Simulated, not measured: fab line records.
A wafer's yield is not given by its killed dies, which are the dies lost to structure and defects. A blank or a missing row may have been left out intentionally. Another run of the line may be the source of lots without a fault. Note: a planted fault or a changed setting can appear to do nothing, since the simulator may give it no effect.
Problem report, 8D (eight disciplines) form, completed by code ; flow nand_harc ; the parts of the form that need people (team, actions taken, sign-off) are left out

1. THE PROBLEM
raw_defect_count at NHARC_A_CHANNEL_HOLE_D1_INSPECT_40 reads a mean of 970 on 2 wafers of 2 lots; wafers without a fault read 72 with a standard deviation of 29. That puts it +31 standard deviations away from the usual mean.
First seen on wafer L509.3, day 12 21:52, on defect_inspect-01. The record holds 33 wafers of 11 lots with a number at this step. By rule, "out" or "out of limits" means more than 4 standard deviations away from the usual mean. The other wafers with a number count as sound.

2. WHAT IT IS AND WHAT IT IS NOT
question;is;is not
which readings at this step;raw_defect_count;-
which lots;L509, L510;L499, L501, L511, L516, L517, L518, L519, L520, L521
which wafers of those lots;L509.3, L510.3;L509.2, L509.6, L510.1, L510.6
read on which gauges;defect_inspect-01, defect_inspect-02;-
when;from day 12 21:52;"up to then (8 sound wafers); but 23 sound wafers of L510, L511, L516, L517, L518, L519, L520, L521 came after"

3. SUSPECTS, AND WHAT RULES EACH OUT
Counting: any tool at a process step up to the reading remains a suspect provided it ran every lot that is out. Sound lots after the first of them don't rule it out here, since some wafers of a struck lot are sound.
- the gauge at NHARC_A_CHANNEL_HOLE_D1_INSPECT_40: ruled out. The wafers that are out were read on 2 gauges (defect_inspect-01, defect_inspect-02).
- rie_diel-07 at NHARC_A_CHANNEL_HOLE_D1_ETCH_38 (etches the open film in CF4, target depth 39 nm, time 65 s): kept. It ran every lot that is out, first L509 (day 12 10:53).
- At NHARC_A_CHANNEL_HOLE_D1_ETCH_38, inside rie_diel-07: chamber 2 took the wafers that are out, while their sound lot-mates went through chambers 0, 1, 3.
After counting, what remains is rie_diel-07 at NHARC_A_CHANNEL_HOLE_D1_ETCH_38.

4. THE CAUSE (what the simulator had put in)
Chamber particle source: rie_diel-07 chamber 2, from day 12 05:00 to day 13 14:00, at NHARC_A_CHANNEL_HOLE_D1_ETCH_38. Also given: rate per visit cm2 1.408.
Only this tool survived the counting.

5. THE CHAIN OF EFFECTS, in route order
Each row: a reading whose mean over the struck wafers that have a number lies more than 3 standard deviations from the usual. Only readings for which the record gives a usual standard deviation are gone through. hours: the time from each lot's start at the first step in this table that gives one to its start at this step, as a median over the lots. sigmas: the change in usual standard deviations.
hours;step;reading;usual;on struck wafers;change;sigmas
0;NHARC_A_CHANNEL_HOLE_D1_INSPECT_40;raw_defect_count;72;970;+898;+31
365;NHARC_END_SORT_01;killed_at_array;55;126;+71;+3.2
365;NHARC_END_SORT_01;killed_dies;60;134;+74;+3.3

6. HOW IT WOULD HAVE BEEN CAUGHT EARLIER
Counted from the fault's start at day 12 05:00, it took 17 hours until the first out-of-limits reading at a measuring or inspecting step in this record, taken at day 12 21:52.
No tool reading at NHARC_A_CHANNEL_HOLE_D1_ETCH_38 that has a usual standard deviation in the record was out on any struck wafer, so an alarm limit of 4 standard deviations on those readings would not have fired.
Lots out: 2; of these, L510 started NHARC_A_CHANNEL_HOLE_D1_ETCH_38 on rie_diel-07 after day 12 21:52. Putting the tool on hold at that point would have spared it.
